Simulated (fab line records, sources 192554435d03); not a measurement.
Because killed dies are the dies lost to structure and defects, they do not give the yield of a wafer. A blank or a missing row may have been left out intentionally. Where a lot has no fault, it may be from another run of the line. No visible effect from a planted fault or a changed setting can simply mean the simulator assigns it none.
fab line records | flow n5Finfet
[record] lots = 9 wafers = 27 lastDay = 18
route steps=1938 shown SD_EPI_N@273 SD_EPI_P@316 SD_ACTIVATION@332 BEOL_M4@1111
lots untouched by any fault: they come from a run of this same line in which no faults occurred
startH: hours from the record's first day to the start of the lot's first wafer shown | waitH: time in hours since the lot's previous step | " repeats the value in the row above | L1.1+2: one row covering several wafers at once | - value missing, or start not given | * or withheld: withheld | < > ~ a bound
route shown NAME@n: a module of which the file shows steps, and the number in the route of the first | usual: mean/standard deviation taken from wafers without a fault | same: alike in all rows | chamber/n: place in a boat | sites: the reading at each site | _std_site: standard deviation across them | _edge_site: mean of outer sites minus mean of inner sites | radiusMm: for every site, how far away it sits from the centre of the wafer | mask NAME#n: copy n | behind: tool/chamber where the wafer was last shaped | hold: the reason the lot was held/the length of the hold in hours/how it ended | device: the transistor (n, p or np) that didn't switch | end of line: at the end of the route, the tests of the same wafers | a step given without rows: its recipe and nothing more | killed: dies that structure and defects cost at the first sort, which is not the same as the wafer's yield | map: the dies of a wafer, with x for killed, . for not killed, _ for no die there
set.NAME: the setting as run; set.NAME@STEP: as run at that earlier step | model.NAME: the simulator's own value behind a step, which no gauge read
route steps across a sampled set of lots; one table per step, one row per wafer
services: from which hour (startH, from the record's first day; less than 0 if before it) a tool's chamber was out of use, for how many hours, and why
[[steps]]
[step N5_SD_EPI_N_DESCUM_14]
[recipe] chemistry = O2 timeS = 7.9 sourcePowerW = 50 biasPowerW = 20 pressureMtorr = 20 rfFrequencyHz = 2.712e+07 tempC = 40 resist = CAR-ArF-block o2FlowSccm = 225
[usual] chamberPressureMTorr = 20.002/0.02 drypumpMotorCurrentA = 5.7/0.46 oesProductAu = 0.83/0.07 rfVppV = 242.8/1.2 showerheadPlenumPTorr = 2.07/0.062 throttleValvePct = 20.34/0.16
// columns lot.wafer tool chamber startH waitH chamberPressureMTorr drypumpMotorCurrentA oesProductAu rfHoursCounterH rfVppV showerheadPlenumPTorr throttleValvePct
L876.1 rieDiel-02 1 54.72 0.0 20.013 6.1 0.81 91 242.7 2.01 20.31
L876.3 " 0 " " 19.985 5.2 0.74 149 244.0 2.08 20.33
L876.5 " 1 " " 20.016 6.2 0.81 - 240.8 2.01 20.33
L877.3 rieDiel-04 1 61.37 0.1 19.973 5.4 0.79 105 242.3 2.02 20.44
L877.5 " 1 " " 20.007 5.4 0.78 - 243.4 2.02 20.43
L877.6 " 2 " " 20.016 4.8 0.95 - 245.3 2.14 20.07
L882.1 rieDiel-02 1 92.04 0.0 19.987 6.1 0.80 105 241.4 2.01 20.32
L882.3 " 0 " " 19.991 5.2 0.72 163 243.0 2.07 20.35
L882.6 " 1 " " 19.988 6.1 0.80 - 244.3 2.01 20.33
L889.1 rieDiel-02 3 136.31 0.4 20.015 5.9 0.77 119 245.2 2.20 20.11
L889.3 " 2 " " 20.020 5.7 0.91 32 243.1 2.03 20.37
L889.6 " 2 " " 20.016 5.7 0.90 - 243.9 2.03 20.39
L890.3 rieDiel-01 0 140.98 0.0 19.994 6.2 0.85 50 242.1 2.03 20.31
L890.4 " 1 " " 19.979 5.0 0.69 242 242.2 1.99 20.79
L890.6 " 3 " " 20.014 6.2 0.80 - 241.1 2.03 20.37
L891.2 rieDiel-04 0 146.58 0.0 20.041 6.1 0.90 24 241.0 2.03 20.18
L891.4 " 3 " " 20.007 5.5 0.86 41 243.9 2.13 20.38
L891.6 " 0 " " 19.987 6.1 0.90 - 242.6 2.03 20.17
L894.2 rieDiel-01 0 162.69 0.0 19.972 6.2 0.84 59 241.6 2.03 20.32
L894.4 " 2 " " 19.981 5.6 0.79 - 243.5 2.11 20.43
L894.5 " 3 " " 19.994 6.1 0.79 - 243.0 2.03 20.37
L896.2 rieDiel-01 3 178.60 0.5 20.014 6.2 0.79 113 242.2 2.02 20.38
L896.3 " 0 " " 19.996 6.2 0.83 65 242.8 2.03 20.35
L896.5 " 2 " " 19.987 5.6 0.77 - 243.5 2.11 20.44
L898.2 rieDiel-01 0 185.95 0.0 20.034 6.2 0.83 68 243.2 2.03 20.35
L898.3 " 2 " " 20.035 5.6 0.78 130 242.4 2.11 20.44
L898.5 " 3 " " 19.987 6.2 0.79 - 240.9 2.02 20.41
[step N5_SD_EPI_N_ETCH_45]
[recipe] chemistry = CH3F/O2 target = SiOCN targetDepthA = 60 maskMaterial = SOC ionEnergyEv = 60 biasW = 29 pressureMtorr = 15 sourceW = 410 Ar_flow_sccm = 150 CH3F_flow_sccm = 30 O2_flow_sccm = 20
[usual] chamberPressureMTorr = 15.000/0.015 drypumpMotorCurrentA = 5.8/0.45 oesProductAu = 0.82/0.069 rfVppV = 127.3/0.89 showerheadPlenumPTorr = 1.98/0.058 throttleValvePct = 23.28/0.13
// columns lot.wafer tool chamber startH waitH chamberPressureMTorr drypumpMotorCurrentA oesProductAu rfHoursCounterH rfVppV showerheadPlenumPTorr throttleValvePct
L876.1 rieDiel-02 1 55.23 0.1 14.971 6.1 0.80 92 127.6 1.93 23.34
L876.3 " 0 " " 15.010 5.2 0.73 150 127.3 2.00 23.36
L876.5 " 1 " " 14.997 6.2 0.80 - 126.0 1.93 23.35
L877.3 rieDiel-04 1 61.88 0.1 15.002 5.4 0.79 105 127.4 1.92 23.31
L877.5 " 1 " " 15.019 5.4 0.80 - 127.4 1.92 23.32
L877.6 " 2 " " 14.985 4.7 0.95 - 127.9 2.03 23.01
L882.1 rieDiel-02 1 92.55 0.1 14.979 6.1 0.79 106 126.1 1.93 23.36
L882.3 " 0 " " 15.001 5.2 0.73 163 127.9 2.00 23.36
L882.6 " 1 " " 15.005 6.1 0.79 - 127.4 1.93 23.37
L889.1 rieDiel-02 3 136.83 0.1 14.976 5.9 0.78 120 129.7 2.10 23.00
L889.3 " 2 " " 15.009 5.7 0.91 32 126.8 1.95 23.48
L889.6 " 2 " " 15.011 5.7 0.91 - 126.6 1.95 23.46
L890.3 rieDiel-01 0 141.50 0.1 15.011 6.3 0.86 51 127.5 1.95 23.26
L890.4 " 1 " " 15.014 5.0 0.69 242 127.0 1.88 23.48
L890.6 " 3 " " 14.998 6.1 0.79 - 127.1 1.93 23.28
L891.2 rieDiel-04 0 147.09 0.1 14.998 6.1 0.90 24 127.1 1.96 23.33
L891.4 " 3 " " 15.011 5.5 0.86 41 128.0 2.05 23.46
L891.6 " 0 " " 15.000 6.1 0.89 - 126.2 1.96 23.33
L894.2 rieDiel-01 0 163.20 0.1 15.010 6.2 0.85 59 127.3 1.94 23.28
L894.4 " 2 " " 14.994 5.7 0.77 - 127.9 2.01 23.26
L894.5 " 3 " " 14.983 6.2 0.79 - 128.4 1.93 23.30
L896.2 rieDiel-01 3 179.11 0.1 15.017 6.2 0.77 113 127.2 1.93 23.31
L896.3 " 0 " " 14.985 6.2 0.83 65 127.3 1.94 23.28
L896.5 " 2 " " 14.991 5.6 0.76 - 127.2 2.00 23.27
L898.2 rieDiel-01 0 186.47 0.1 15.012 6.2 0.82 68 126.8 1.94 23.29
L898.3 " 2 " " 15.006 5.6 0.77 130 128.5 2.00 23.28
L898.5 " 3 " " 14.991 6.2 0.78 - 126.7 1.93 23.31
[step N5_SD_EPI_P_STRIP_40]
[recipe] chemistry = N2/H2 powerW = 1000 tempC = 250 h2Frac = 0.65 overashFraction = 0.3 pressureMtorr = withheld n2FlowSccm = 1750 h2FlowSccm = 3250
[usual] drypumpMotorCurrentA = 5.5/0.52 heaterPowerW = 360/29 oesProductAu = 0.761/0.011
// columns lot.wafer tool chamber startH waitH drypumpMotorCurrentA heaterPowerW oesProductAu rfHoursCounterH
L876.1 plasmaAsher-01 0 61.36 0.0 6.0 329 0.752 30
L876.3 " 1 " " 4.7 332 0.748 -
L876.5 " 1 " " 4.7 330 0.764 -
L877.3 plasmaAsher-01 0 67.28 0.0 6.0 317 0.769 -
L877.5 " 0 " " 6.0 318 0.780 -
L877.6 " 1 " " 4.7 333 0.742 -
L882.1 plasmaAsher-02 1 97.31 0.0 5.9 352 0.756 94
L882.3 " 1 " " 5.9 359 0.765 -
L882.6 " 1 " " 5.9 348 0.785 -
L889.1 plasmaAsher-02 0 141.47 0.0 5.1 405 0.776 103
L889.3 " 0 " " 5.1 387 0.767 -
L889.6 " 1 " " 5.9 362 0.755 -
L890.3 plasmaAsher-01 0 146.34 0.0 6.0 319 0.760 -
L890.4 " 1 " " 4.7 333 0.768 -
L890.6 " 0 " " 6.0 317 0.766 -
L891.2 plasmaAsher-02 1 151.96 0.0 5.9 356 0.760 105
L891.4 " 1 " " 5.9 362 0.767 -
L891.6 " 1 " " 5.9 359 0.763 -
L894.2 plasmaAsher-01 0 168.10 0.1 6.0 318 0.764 51
L894.4 " 0 " " 6.0 318 0.782 -
L894.5 " 1 " " 4.7 329 0.764 -
L896.2 plasmaAsher-02 1 184.08 0.0 5.9 353 0.770 110
L896.3 " 0 " " 5.1 401 0.755 -
L896.5 " 1 " " 5.9 362 0.757 -
L898.2 plasmaAsher-02 0 192.15 0.0 5.1 398 0.771 112
L898.3 " 0 " " 5.1 394 0.750 -
L898.5 " 0 " " 5.1 410 0.764 -
[step N5_SD_EPI_P_EPI_21]
[recipe] material = SiGe:B dopant = B tempC = 550 pressureTorr = 20 ambient = H2 timeS = 355
[usual] epiGrowthTimeS = 355/0
// columns lot.wafer tool chamber startH waitH epiGrowthTimeS
L876.1 epiRpcvd-02 0 61.87 0.1 355
L876.3 " 0 " " 355
L876.5 " 0 " " 355
L877.3 epiRpcvd-02 0 68.49 0.8 355
L877.5 " 0 " " 355
L877.6 " 0 " " 355
L882.1 epiRpcvd-01 0 97.95 0.2 355
L882.3 " 0 " " 355
L882.6 " 0 100.35 2.4 355
L889.1 epiRpcvd-02 0 141.99 0.1 408.18
L889.3 " 0 " " 408.18
L889.6 " 0 143.79 1.8 408.18
L890.3 epiRpcvd-02 0 147.56 0.8 408.18
L890.4 " 0 " " 408.18
L890.6 " 0 " " 408.18
L891.2 epiRpcvd-02 0 152.84 0.5 408.18
L891.4 " 0 " " 408.18
L891.6 " 0 " " 408.18
L894.2 epiRpcvd-04 0 168.98 0.5 355
L894.4 " 0 " " 355
L894.5 " 0 " " 355
L896.2 epiRpcvd-04 0 184.96 0.5 355
L896.3 " 0 " " 355
L896.5 " 0 " " 355
L898.2 epiRpcvd-01 0 193.27 0.6 355
L898.3 " 0 " " 355
L898.5 " 0 " " 355
[step N5_SD_EPI_P_EPI_MEAS_23]
[recipe] mode = xrd
[usual] thkNm = 61.1/1.3
// columns lot.wafer tool chamber startH waitH thkNm
L876.1 filmMetro-01 - 64.08 1.9 59.2
L876.3 " - " " 59.8
L876.5 " - " " 60.2
L877.3 filmMetro-01 - 69.99 1.1 60.3
L877.5 " - " " 60.3
L877.6 " - " " 60.8
L882.1 filmMetro-01 - 100.87 2.4 60.7
L882.3 " - " " 57.6
L882.6 " - " " 58.1
L889.1 filmMetro-01 - 144.21 1.9 68.0
L889.3 " - " " 67.8
L889.6 " - " " 68.5
L890.3 filmMetro-01 - 149.04 1.1 67.1
L890.4 " - " " 65.6
L890.6 " - " " 66.1
L891.2 filmMetro-02 - 154.68 1.5 66.2
L891.4 " - " " 67.7
L891.6 " - " " 65.6
L894.2 filmMetro-02 - 170.82 1.5 60.7
L894.4 " - " " 63.9
L894.5 " - " " 63.8
L896.2 filmMetro-02 - 186.79 1.5 59.9
L896.3 " - " " 63.5
L896.5 " - " " 60.7
L898.2 filmMetro-02 - 195.71 2.0 62.5
L898.3 " - " " 61.1
L898.5 " - " " 60.7
[step N5_SD_ACTIVATION_RS_MEAS_03]
[recipe] thkMeasGauge = four-point-probe
[usual] RS_SD_N = 21.99/0.26 RS_SD_P = 56.2/0.95
// columns lot.wafer tool chamber startH waitH RS_SD_N[ohm/sq] RS_SD_P[ohm/sq]
L876.1 filmMetro-01 - 64.85 0.2 21.68 58.4
L876.3 " - " " 22.02 57.9
L876.5 " - " " 21.89 57.7
L877.3 filmMetro-02 - 70.65 0.2 22.17 55.3
L877.5 " - " " 22.18 56.8
L877.6 " - " " 22.26 56.1
L882.1 filmMetro-02 - 101.56 0.2 22.05 56.7
L882.3 " - " " 22.19 55.9
L882.6 " - " " 22.23 56.6
L889.1 filmMetro-01 - 144.98 0.2 22.24 49.8
L889.3 " - " " 22.35 49.6
L889.6 " - " " 21.90 49.7
L890.3 filmMetro-01 - 149.68 0.2 21.64 51.3
L890.4 " - " " 21.56 51.6
L890.6 " - " " 21.82 51.3
L891.2 filmMetro-01 - 155.42 0.2 21.65 51.7
L891.4 " - " " 21.83 51.7
L891.6 " - " " 21.38 51.8
L894.2 filmMetro-01 - 171.71 0.2 21.58 55.3
L894.4 " - " " 21.86 55.9
L894.5 " - " " 22.09 55.3
L896.2 filmMetro-01 - 187.43 0.2 21.88 56.8
L896.3 " - " " 21.69 55.8
L896.5 " - " " 22.10 56.2
L898.2 filmMetro-02 - 196.36 0.2 22.38 54.9
L898.3 " - " " 21.82 55.3
L898.5 " - " " 21.95 55.9
[step N5_BEOL_M4_RC_MEAS_101]
[usual] DIBL_N = 36.0/2 DIBL_P = 36.2/2.2 IOFF_N = 0.16/0.034 IOFF_P = 0.21/0.04 ION_N = 675/12 ION_P = 463/7.2 RS_SD_P = 66.1/1.1 SS_N = 71.6/0.6 SS_P = 73.3/0.67 VT_N = 250/3 VT_P = -251/3.4
// columns lot.wafer tool chamber startH waitH DIBL_N[mV/V] DIBL_P[mV/V] IOFF_N[nA/um] IOFF_P[nA/um] ION_N[uA/um] ION_P[uA/um] RS_SD_P[ohm/sq] SS_N[mV/dec] SS_P[mV/dec] VT_N[mV] VT_P[mV]
L876.1 prober-01 0 178.60 0.0 38.6 39.1 0.22 0.26 692 468 67.3 71.6 73.7 248 -250
L876.3 " 0 " " 37.0 37.7 0.19 0.24 684 467 68.0 71.2 73.8 246 -248
L876.5 " 0 " " 36.2 36.8 0.18 0.22 683 464 67.1 71.8 73.9 245 -250
L877.3 prober-02 0 188.79 0.3 33.9 35.7 0.13 0.18 667 460 65.5 71.1 73.1 251 -252
L877.5 " 0 " " 35.8 37.6 0.15 0.19 680 460 66.9 71.4 73.6 248 -253
L877.6 " 0 " " 33.0 34.6 0.11 0.16 648 445 65.9 71.1 72.9 255 -255
L882.1 prober-01 0 217.68 0.0 38.6 39.9 0.24 0.29 697 474 67.7 72.4 74.3 242 -245
L882.3 " 0 " " 36.6 37.6 0.20 0.25 680 462 66.9 71.6 73.6 245 -248
L882.6 " 0 " " 37.7 38.0 0.22 0.26 693 470 67.3 72.3 73.6 245 -248
L890.3 prober-01 0 268.27 0.3 34.8 34.7 0.16 0.24 713 494 59.5 71.2 73.1 250 -244
L890.4 " 0 " " 38.0 38.6 0.23 0.32 737 512 61.2 71.9 73.9 246 -243
L890.6 " 0 " " 34.1 34.3 0.15 0.23 708 492 60.4 71.3 73.0 248 -245
L891.2 prober-01 0 269.60 0.2 37.2 37.5 0.19 0.28 722 507 60.7 72.1 73.5 247 -243
L891.4 " 0 " " 37.2 37.3 0.19 0.27 726 504 60.8 71.8 73.0 244 -243
L891.6 " 0 " " 36.0 36.2 0.17 0.24 716 498 61.2 71.3 73.0 247 -247
L894.2 prober-02 0 275.28 0.2 35.3 36.7 0.16 0.24 681 470 65.2 71.8 73.5 248 -247
L894.4 " 0 " " 39.6 39.8 0.24 0.31 696 475 65.4 73.1 74.0 248 -246
L894.5 " 0 " " 34.0 33.5 0.14 0.20 660 460 64.4 71.3 72.9 251 -250
L896.2 prober-02 0 314.82 0.2 36.8 36.9 0.16 0.20 672 463 66.1 71.1 73.5 249 -253
L896.3 " 0 " " 38.6 37.4 0.20 0.21 692 465 64.7 71.9 73.9 247 -251
L896.5 " 0 " " 34.2 32.8 0.13 0.16 664 452 66.0 71.2 71.9 252 -254
L898.2 prober-01 0 317.14 0.2 34.0 33.6 0.12 0.18 669 459 64.5 71.1 73.0 253 -252
L898.3 " 0 " " 35.2 34.5 0.14 0.19 666 456 65.3 71.7 73.5 252 -254
L898.5 " 0 " " 35.9 34.8 0.15 0.19 673 456 66.1 71.7 72.7 250 -253
[[services]]
// columns tool chamber startH hours kind
epiRpcvd-04 - 33.37 8.1 pm
plasmaAsher-02 - 40.94 0.8 repair
epiRpcvd-01 - 41.11 1.0 repair
rieDiel-02 2 41.32 - clean
plasmaAsher-01 - 42.19 14.6 pm
rieDiel-04 3 58.26 5.1 repair
rieDiel-01 0 61.42 4.9 repair
rieDiel-02 - 63.20 0.4 repair
plasmaAsher-01 - 74.45 2.8 pm
rieDiel-04 2 85.92 7.1 repair
rieDiel-01 0 90.34 2.5 repair
rieDiel-04 - 93.97 28.1 pm
epiRpcvd-02 - 96.93 6.0 pm
epiRpcvd-01 - 116.41 2.8 pm
rieDiel-01 3 123.27 6.5 repair
rieDiel-02 0 128.23 12.0 repair
rieDiel-04 - 131.45 0.3 repair
epiRpcvd-01 - 157.48 8.1 pm
plasmaAsher-02 - 160.25 2.5 repair
rieDiel-01 1 162.05 - clean
rieDiel-01 1 162.05 - consumableReplace:focusRing
rieDiel-01 1 162.05 - consumableReplace:showerhead
rieDiel-01 1 162.05 22.6 scheduledDown
rieDiel-01 1 162.05 22.6 ventCycle
[[key]]
[firstSign] step = N5_SD_EPI_P_EPI_21 reading = epiGrowthTimeS direction = up sigmas = 99+ usual = * struck = *
[effect] step = N5_SD_EPI_P_EPI_MEAS_23 reading = thkNm direction = up sigmas = 4.5 usual = * struck = *
[effect] step = N5_SD_ACTIVATION_RS_MEAS_03 reading = RS_SD_P direction = down sigmas = 5.6 usual = 56.2 struck = 51.0
[effect] step = N5_BEOL_M4_RC_MEAS_101 reading = ION_P direction = up sigmas = 5.3 usual = 463 struck = 501
[effect] step = N5_BEOL_M4_RC_MEAS_101 reading = RS_SD_P direction = down sigmas = 5.2 usual = 66.1 struck = 60.6
[effect] step = N5_BEOL_M4_RC_MEAS_101 reading = ION_N direction = up sigmas = 3.8 usual = 675 struck = 720
metAt N5_SD_EPI_P_EPI_21
struckLots L889,L890,L891
rowsEnd L889.1,L889.3,L889.6
notActingAt N5_SD_EPI_N_DESCUM_14,N5_SD_EPI_N_ETCH_45,N5_SD_EPI_P_STRIP_40
onsetBetween 68.49 141.99
[earlierFault] kind = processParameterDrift tool = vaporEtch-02 chamber = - onsetH = 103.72 steps = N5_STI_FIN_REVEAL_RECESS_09 channel = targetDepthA offset = 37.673 shape = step actsIn = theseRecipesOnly stated = 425
[fault] kind = processParameterDrift tool = epiRpcvd-02 chamber = - onsetH = 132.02 steps = N5_SD_EPI_P_EPI_21 channel = epiGrowthTimeS offset = * shape = step actsIn = * stated = *
// rowsEnd: these wafers met a further fault down the route, and their rows from its step on are left out
